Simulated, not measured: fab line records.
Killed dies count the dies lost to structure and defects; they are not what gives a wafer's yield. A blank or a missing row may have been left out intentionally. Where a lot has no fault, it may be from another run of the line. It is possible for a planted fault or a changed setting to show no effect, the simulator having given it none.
Matching of chambers ; flow n5 finfet ; 3 sister chambers for N5_BEOL_M11_CURE_72 on uv cure-01
The step cures SiCOH lowk, time 120 s. 18 wafers are shown with their chamber, then 9 later ones without.

## WAFERS WITH THEIR CHAMBER
wafer;chamber;wafer_temp_C_max;lamp power pct (%)
L074.1;0;370.9;52.36
L074.4;0;371.0;52.34
L074.6;0;371.2;52.30
L077.3;2;371.7;52.35
L077.5;2;372.1;52.38
L077.6;2;371.5;52.26
L078.1;2;371.4;52.35
L078.5;2;371.7;52.47
L078.6;2;371.6;52.34
L085.2;2;372.1;52.32
L085.5;2;371.5;52.32
L085.6;2;372.6;52.42
L091.1;1;371.7;52.30
L091.4;1;370.7;52.31
L091.5;1;371.2;52.32
L091.2;1;371.2;52.30
L091.3;1;371.2;52.31
L091.6;1;371.5;52.25

SIGNATURES (averages over the wafers above)
reading;chamber 0;chamber 1;chamber 2;scatter within a chamber
wafer_temp_C_max;371.033;371.250;371.800;0.35
lamp power pct;52.3333;52.2983;52.3567;0.0481
Rule: a wafer's distance from a chamber is the root of the sum, over the readings, of the square of ((its reading less the chamber's mean) divided by the reading's scatter). The wafer belongs to the nearest chamber; if the next one is less than 2 further off, it can't be placed. How the scatter is found: for the shown wafers, subtract from each reading the mean of its chamber, square and add these, divide the total by (wafers less chambers), then take the root.

## WAFERS WITHOUT THEIR CHAMBER
wafer;wafer_temp_C_max;lamp power pct (%)
L089.1;371.5;52.34
L089.5;371.0;52.26
L089.6;371.6;52.36
L095.1;371.9;52.32
L095.4;371.6;52.29
L095.5;371.3;52.32
L096.1;370.9;52.33
L096.2;371.0;52.28
L096.4;371.4;52.29

## THE CHAMBER EACH PASSED THROUGH
wafer;from the rows above;in truth
L089.1;can't be placed: 2 or 1 or 0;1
L089.5;can't be placed: 1 or 0 or 2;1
L089.6;can't be placed: 2 or 1 or 0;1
L095.1;can't be placed: 2 or 1 or 0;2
L095.4;can't be placed: 1 or 2 or 0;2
L095.5;can't be placed: 1 or 0 or 2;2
L096.1;can't be placed: 0 or 1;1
L096.2;can't be placed: 1 or 0 or 2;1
L096.4;can't be placed: 1 or 0 or 2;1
0 of 9 placed correctly. From these rows, 9 cannot be placed; in 9 the true chamber is one of the candidates. Placed wrongly: 0.
